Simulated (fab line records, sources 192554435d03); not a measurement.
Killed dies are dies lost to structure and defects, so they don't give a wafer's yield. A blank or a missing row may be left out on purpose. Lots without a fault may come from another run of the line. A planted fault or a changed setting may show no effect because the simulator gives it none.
fab line records | flow n5_finfet | part 2 of 2: steps 5 to 6 of 6
record lots=22 wafers=66 last_day=19
route steps=1938 shown FIN_CUT@167 DUMMY_GATE@218 SD_EPI_N@274
lots that met no fault: from a run of the same line without faults
start_h: hours from the record's first day to the start of the lot's first wafer shown | wait_h: hours since the lot's step before | " the same as in the row above | L1.1+2: a row that stands for several wafers | - no value, or no start given | * or withheld: withheld | < > ~ a bound
route shown NAME@n: a module of which the file shows steps, and the number in the route of the first | usual: mean/standard deviation of fault-free wafers | same: alike in all rows | chamber/n: place in a boat | sites: the reading at each site | _std_site: their standard deviation | _edge_site: outer sites' mean less inner sites' | radius_mm: how far each site lies from the wafer's centre | mask NAME#n: copy n | behind: the tool/chamber that last shaped the wafer | hold: why the lot was held/for how many hours/how that ended | device: the transistor (n, p or np) that didn't switch | end of line: the same wafers' tests at the end of the route | a step without rows: its recipe alone | killed: dies lost to structure and defects at the first sort, not the wafer's yield | map: a wafer's dies, x killed, . not, _ none there
set.NAME: the setting as run; set.NAME@STEP: as run at that earlier step | model.NAME: the simulator's own value behind a step, which no gauge read
steps of the route over a sample of lots; a table a step, a row a wafer
services: from which hour (start_h, from the record's first day; less than 0 if before it) a tool's chamber was out of use, for how many hours, and why
## steps
# step N5_SD_EPI_N_ETCH_34
# recipe chemistry=CF4 target=SiARC target_depth_a=455 mask_material=CAR-ArF-block time_s=75.8 ion_energy_ev=80 pressure_mtorr=40 source_w=545 bias_w=36 Ar_flow_sccm=100 cf4_flow_sccm=100 ends=cleared
# usual drypump_motor_current_A=5.6/0.32 etch_rf_on_time_s=76.4/2 mfc_ar_sccm=100.00/0.3 oes_product_au=0.66/0.063 rf_fwd_power_W=540.2/2 rf_vpp_V=184.6/0.99 showerhead_plenum_p_Torr=2.18/0.05 throttle_valve_pct=15.68/0.29
# columns lot.wafer tool chamber start_h wait_h drypump_motor_current_A etch_rf_on_time_s mfc_ar_sccm oes_product_au rf_fwd_power_W rf_hours_counter_h rf_vpp_V showerhead_plenum_p_Torr throttle_valve_pct
L074.1 rie_diel-06 3 50.69 0.0 5.1 75.5 99.75 0.64 543.9 136 186.1 2.25 15.99
L074.4 " 1 " " 5.7 75.0 99.83 0.64 542.1 183 185.9 2.20 15.94
L074.6 " 3 " " 5.2 75.4 99.57 0.64 541.4 - 183.7 2.25 16.00
L075.2 rie_diel-06 2 56.54 0.0 5.5 73.3 100.11 0.74 539.3 46 185.1 2.17 15.51
L075.4 " 1 " " 5.6 74.8 99.58 0.64 539.7 185 184.4 2.20 15.93
L075.5 " 1 " " 5.7 74.4 99.81 0.65 541.0 - 185.6 2.20 15.91
L076.2 rie_diel-06 1 62.14 0.0 5.6 74.7 100.13 0.64 538.4 187 184.8 2.20 15.94
L076.3 " 3 " " 5.1 75.1 100.32 0.64 540.2 140 186.0 2.25 15.99
L076.5 " 0 " " 5.9 73.6 100.02 0.77 538.2 - 184.3 2.10 15.31
L077.1 rie_diel-03 0 67.20 0.0 5.3 78.2 100.12 0.59 541.0 209 184.5 2.21 16.00
L077.2 " 2 " " 6.3 80.1 100.16 0.62 542.0 162 185.5 2.13 15.64
L077.4 " 1 " " 5.8 78.0 99.63 0.69 536.7 76 184.8 2.18 15.48
L078.1 rie_diel-03 1 73.68 0.0 5.8 76.9 100.35 0.68 537.9 78 184.3 2.18 15.47
L078.2 " 2 " " 6.3 78.9 100.06 0.62 541.1 164 184.4 2.13 15.62
L078.4 " 3 " " 5.1 76.0 100.22 0.66 538.8 124 183.7 2.16 15.60
L079.1 rie_diel-03 0 77.69 0.0 5.3 78.1 100.01 0.60 540.3 213 184.5 2.21 16.02
L079.4 " 2 " " 6.3 79.7 100.29 0.63 539.7 165 184.6 2.13 15.64
L079.6 " 0 " " 5.3 79.2 100.12 0.60 543.3 - 185.3 2.20 16.03
L080.2 rie_diel-01 2 85.20 0.0 5.6 77.7 99.62 0.60 542.0 201 184.5 2.21 15.95
L080.3 " 3 " " 5.5 77.2 100.55 0.80 537.5 11 182.3 2.11 15.19
L080.4 " 1 " " 5.5 74.2 100.25 0.68 541.0 142 185.6 2.24 15.77
L081.3 rie_diel-01 3 92.99 0.0 5.5 78.9 100.03 0.78 541.3 14 183.1 2.11 15.20
L081.4 " 0 " " 5.7 74.9 99.80 0.77 542.1 30 187.0 2.26 15.13
L081.6 " 1 " " 5.5 75.6 100.06 0.67 539.7 - 185.3 2.24 15.76
L082.3 rie_diel-06 3 101.08 0.0 5.1 74.3 100.15 0.63 542.0 153 186.2 2.24 16.02
L082.4 " 1 " " 5.6 74.4 99.89 0.63 537.1 200 184.7 2.20 15.95
L082.6 " 1 " " 5.7 75.0 100.16 0.62 538.2 - 184.8 2.20 15.95
L083.2 rie_diel-03 2 104.70 0.0 6.3 79.6 100.12 0.62 542.9 176 182.9 2.12 15.65
L083.5 " 0 " " 5.3 77.5 100.44 0.59 539.2 - 185.0 2.20 16.03
L083.6 " 3 " " 5.1 76.0 100.24 0.64 537.6 - 185.0 2.15 15.63
L084.1 rie_diel-06 2 111.14 0.0 5.5 73.7 99.77 0.73 540.8 63 185.8 2.17 15.57
L084.3 " 0 " " 5.9 72.8 99.88 0.75 536.1 52 184.3 2.09 15.37
L084.5 " 0 " " 5.9 72.7 99.70 0.75 537.8 - 183.9 2.09 15.37
L085.2 rie_diel-01 3 115.79 0.0 5.5 78.6 99.68 0.77 539.2 18 185.0 2.11 15.22
L085.4 " 3 " " 5.5 78.5 100.27 0.78 543.1 - 183.9 2.11 15.22
L085.6 " 1 " " 5.5 74.9 100.29 0.67 540.7 - 185.0 2.23 15.79
L086.1 rie_diel-01 3 120.18 0.0 5.5 77.6 99.90 0.77 539.0 20 183.5 2.11 15.20
L086.2 " 1 " " 5.5 74.3 99.80 0.66 539.3 154 185.8 2.23 15.81
L086.3 " 2 " " 5.6 78.8 99.91 0.59 540.1 211 184.7 2.21 15.97
L087.1 rie_diel-01 2 126.55 0.0 5.7 77.6 100.25 0.59 541.3 213 185.1 2.21 15.97
L087.2 " 0 " " 5.7 73.6 99.88 0.75 538.2 39 186.1 2.26 15.15
L087.5 " 1 " " 5.5 73.7 99.99 0.67 538.7 - 185.3 2.23 15.78
L088.1 rie_diel-06 0 130.75 0.0 5.9 75.1 100.53 0.73 539.9 58 183.4 2.09 15.36
L088.4 " 1 " " 5.6 76.0 99.89 0.62 537.5 212 184.6 2.19 15.97
L088.5 " 2 " " 5.5 75.6 100.38 0.71 541.5 - 184.0 2.17 15.56
L090.1 rie_diel-03 3 145.62 0.0 5.2 77.0 100.15 0.63 539.3 151 184.8 2.15 15.67
L090.5 " 0 " " 5.3 78.4 100.43 0.58 540.2 - 184.2 2.20 16.07
L090.6 " 1 " " 5.8 77.5 100.26 0.67 540.1 - 184.8 2.17 15.53
L091.1 rie_diel-03 0 149.62 0.0 5.3 78.0 99.92 0.58 540.7 238 185.4 2.20 16.07
L091.2 " 3 " " 5.1 76.7 99.47 0.63 539.5 152 183.1 2.15 15.66
L091.4 " 2 " " 6.3 80.4 99.52 0.60 542.0 193 182.3 2.12 15.69
L092.2 rie_diel-06 0 157.28 0.0 5.9 73.8 100.18 0.73 537.8 68 184.7 2.08 15.39
L092.4 " 2 " " 5.5 74.2 100.67 0.71 540.6 72 184.1 2.16 15.56
L092.5 " 3 " " 5.1 74.8 100.16 0.62 540.2 - 183.6 2.24 16.07
L093.2 rie_diel-03 3 166.88 0.0 5.1 75.8 99.92 0.63 540.7 158 183.6 2.15 15.68
L093.4 " 2 " " 6.3 78.9 99.91 0.61 540.2 199 184.4 2.12 15.70
L093.6 " 2 " " 6.3 79.4 100.05 0.60 538.5 - 183.0 2.12 15.70
L095.1 rie_diel-03 1 183.42 0.0 5.8 76.8 99.72 0.65 536.9 118 184.8 2.16 15.56
L095.3 " 2 " " 6.2 78.5 99.85 0.60 540.3 205 184.5 2.11 15.73
L095.6 " 1 " " 5.8 77.1 100.01 0.66 536.0 - 184.9 2.16 15.58
L097.1 rie_diel-03 0 187.87 0.0 5.3 77.9 100.34 0.58 542.8 249 184.7 2.19 16.09
L097.3 " 1 " " 5.8 77.0 99.68 0.65 537.7 120 185.2 2.16 15.58
L097.6 " 3 " " 5.1 76.6 99.76 0.62 539.2 - 185.0 2.15 15.68
L096.1 rie_diel-01 2 189.08 0.0 5.7 79.8 99.86 0.57 539.5 234 183.8 2.20 16.03
L096.3 " 3 " " 5.5 79.2 100.52 0.74 541.0 43 183.4 2.10 15.26
L096.4 " 0 " " 5.7 74.8 99.96 0.73 542.0 61 184.9 2.25 15.20
# step N5_SD_EPI_N_ETCH_35
# recipe chemistry=N2/H2 target=SOC overetch_a=1080 mask_material=SiARC temp_c=40 ion_energy_ev=100 source_w=3000 bias_w=133 pressure_mtorr=20 time_s=486 n2_flow_sccm=200 h2_flow_sccm=200
# usual drypump_motor_current_A=5.6/0.32 oes_product_au=0.70/0.062 rf_fwd_power_W=2995/8.8 rf_vpp_V=241.2/1.2 showerhead_plenum_p_Torr=2.58/0.066 throttle_valve_pct=23.8/0.38
# columns lot.wafer tool chamber start_h wait_h drypump_motor_current_A oes_product_au rf_fwd_power_W rf_hours_counter_h rf_vpp_V showerhead_plenum_p_Torr throttle_valve_pct
L074.1 rie_diel-06 3 50.75 0.0 5.1 0.67 3008 136 242.7 2.66 24.6
L074.4 " 1 " " 5.6 0.67 2989 183 241.6 2.62 24.1
L074.6 " 3 " " 5.1 0.67 2993 - 242.4 2.66 24.6
L075.2 rie_diel-06 2 56.60 0.0 5.5 0.77 2988 46 239.9 2.58 23.8
L075.4 " 1 " " 5.6 0.67 2994 185 241.7 2.62 24.1
L075.5 " 1 " " 5.6 0.66 2989 - 241.1 2.62 24.1
L076.2 rie_diel-06 1 62.19 0.0 5.7 0.67 2993 187 240.1 2.61 24.1
L076.3 " 3 " " 5.2 0.67 3002 140 241.0 2.66 24.6
L076.5 " 0 " " 5.9 0.79 3003 - 238.7 2.47 23.3
L077.1 rie_diel-03 0 67.26 0.0 5.3 0.64 2991 209 241.0 2.59 23.7
L077.2 " 2 " " 6.3 0.68 2998 162 239.5 2.52 23.4
L077.4 " 1 " " 5.8 0.73 3005 76 240.7 2.56 23.5
L078.1 rie_diel-03 1 73.73 0.0 5.8 0.73 3003 78 240.3 2.56 23.5
L078.2 " 2 " " 6.3 0.67 2988 164 240.5 2.52 23.4
L078.4 " 3 " " 5.2 0.69 2987 124 241.7 2.56 24.0
L079.1 rie_diel-03 0 77.75 0.0 5.3 0.64 2989 213 241.4 2.59 23.7
L079.4 " 2 " " 6.3 0.68 3001 165 240.0 2.52 23.4
L079.6 " 0 " " 5.3 0.64 2998 - 241.4 2.59 23.7
L080.2 rie_diel-01 2 85.25 0.0 5.7 0.64 3007 201 240.9 2.63 24.5
L080.3 " 3 " " 5.5 0.84 2997 11 238.4 2.50 23.7
L080.4 " 1 " " 5.5 0.70 2998 142 242.9 2.66 23.9
L081.3 rie_diel-01 3 93.05 0.0 5.5 0.84 2984 14 238.6 2.50 23.7
L081.4 " 0 " " 5.7 0.80 3007 30 242.7 2.72 23.6
L081.6 " 1 " " 5.5 0.71 2984 - 242.4 2.66 23.9
L082.3 rie_diel-06 3 101.13 0.0 5.1 0.65 2996 153 240.6 2.66 24.6
L082.4 " 1 " " 5.7 0.66 2997 200 241.5 2.61 24.1
L082.6 " 1 " " 5.7 0.65 2985 - 242.7 2.61 24.1
L083.2 rie_diel-03 2 104.76 0.0 6.3 0.66 3004 176 240.0 2.51 23.4
L083.5 " 0 " " 5.3 0.63 2993 - 241.7 2.58 23.7
L083.6 " 3 " " 5.2 0.68 2996 - 241.1 2.56 24.0
L084.1 rie_diel-06 2 111.19 0.0 5.5 0.76 3003 63 242.2 2.57 23.8
L084.3 " 0 " " 5.9 0.78 2971 52 240.2 2.47 23.3
L084.5 " 0 " " 5.9 0.78 2982 - 239.8 2.47 23.3
L085.2 rie_diel-01 3 115.85 0.0 5.5 0.83 3000 19 240.4 2.50 23.7
L085.4 " 3 " " 5.5 0.82 2991 - 240.3 2.50 23.7
L085.6 " 1 " " 5.5 0.70 2986 - 242.1 2.66 23.9
L086.1 rie_diel-01 3 120.23 0.0 5.5 0.82 2977 20 241.8 2.50 23.7
L086.2 " 1 " " 5.5 0.70 3008 155 240.1 2.66 23.9
L086.3 " 2 " " 5.7 0.64 2989 211 241.5 2.63 24.5
L087.1 rie_diel-01 2 126.61 0.0 5.7 0.64 2988 213 241.2 2.63 24.5
L087.2 " 0 " " 5.8 0.79 3001 39 243.7 2.71 23.6
L087.5 " 1 " " 5.5 0.69 3004 - 242.4 2.65 23.9
L088.1 rie_diel-06 0 130.81 0.0 5.9 0.76 3005 58 239.4 2.46 23.3
L088.4 " 1 " " 5.6 0.64 2999 212 241.5 2.60 24.1
L088.5 " 2 " " 5.5 0.75 2994 - 241.5 2.57 23.8
L090.1 rie_diel-03 3 145.67 0.0 5.1 0.67 2998 151 240.5 2.55 24.0
L090.5 " 0 " " 5.3 0.62 2992 - 242.3 2.58 23.8
L090.6 " 1 " " 5.8 0.70 2989 - 240.6 2.54 23.5
L091.1 rie_diel-03 0 149.68 0.0 5.3 0.62 3006 238 242.7 2.58 23.8
L091.2 " 3 " " 5.1 0.67 3011 152 241.6 2.55 24.0
L091.4 " 2 " " 6.3 0.65 3007 193 240.6 2.50 23.4
L092.2 rie_diel-06 0 157.34 0.0 5.9 0.75 3014 69 240.1 2.46 23.4
L092.4 " 2 " " 5.5 0.74 3010 72 240.4 2.57 23.8
L092.5 " 3 " " 5.1 0.65 2989 - 241.3 2.65 24.6
L093.2 rie_diel-03 3 166.94 0.0 5.1 0.66 2991 158 240.9 2.55 24.0
L093.4 " 2 " " 6.3 0.65 2987 199 239.9 2.50 23.4
L093.6 " 2 " " 6.2 0.65 3003 - 238.8 2.50 23.4
L095.1 rie_diel-03 1 183.48 0.0 5.8 0.69 2982 118 240.4 2.54 23.5
L095.3 " 2 " " 6.3 0.64 2996 205 241.3 2.50 23.5
L095.6 " 1 " " 5.8 0.69 2990 - 240.9 2.54 23.6
L097.1 rie_diel-03 0 187.92 0.0 5.3 0.62 2993 249 241.5 2.57 23.8
L097.3 " 1 " " 5.8 0.69 2987 120 242.0 2.54 23.5
L097.6 " 3 " " 5.2 0.66 2988 - 241.8 2.55 24.0
L096.1 rie_diel-01 2 189.13 0.0 5.7 0.61 2987 234 242.1 2.62 24.6
L096.3 " 3 " " 5.5 0.78 3010 43 239.6 2.49 23.7
L096.4 " 0 " " 5.7 0.76 2987 61 241.4 2.70 23.6
## services
# columns tool chamber start_h hours kind
rie_diel-06 - 10.35 1.0 repair
rie_diel-02 3 10.81 5.2 repair
rie_diel-01 1 18.87 14.0 repair
cmp-03 - 23.18 0.6 repair
rie_diel-02 0 28.01 4.1 repair
rie_diel-03 - 32.33 1.6 repair
rie_diel-02 3 50.39 12.1 repair
cmp-03 - 55.12 13.1 pm
cmp-02 - 62.94 1.5 repair
rie_diel-02 3 66.11 4.3 repair
cmp-03 - 73.17 2.2 repair
cmp-02 - 80.54 0.3 repair
cmp-03 - 86.36 0.6 repair
rie_diel-01 2 87.98 4.9 repair
rie_diel-01 3 105.08 9.1 repair
cmp-03 - 108.70 7.0 pm
rie_diel-01 0 113.19 5.2 repair
rie_diel-06 2 113.32 8.0 repair
cmp-03 - 121.70 1.0 repair
cmp-02 - 135.10 3.0 pm
rie_diel-06 2 144.85 12.2 repair
rie_diel-03 0 170.10 5.9 repair
cmp-03 - 171.85 0.3 repair
rie_diel-02 - 180.09 1.3 repair
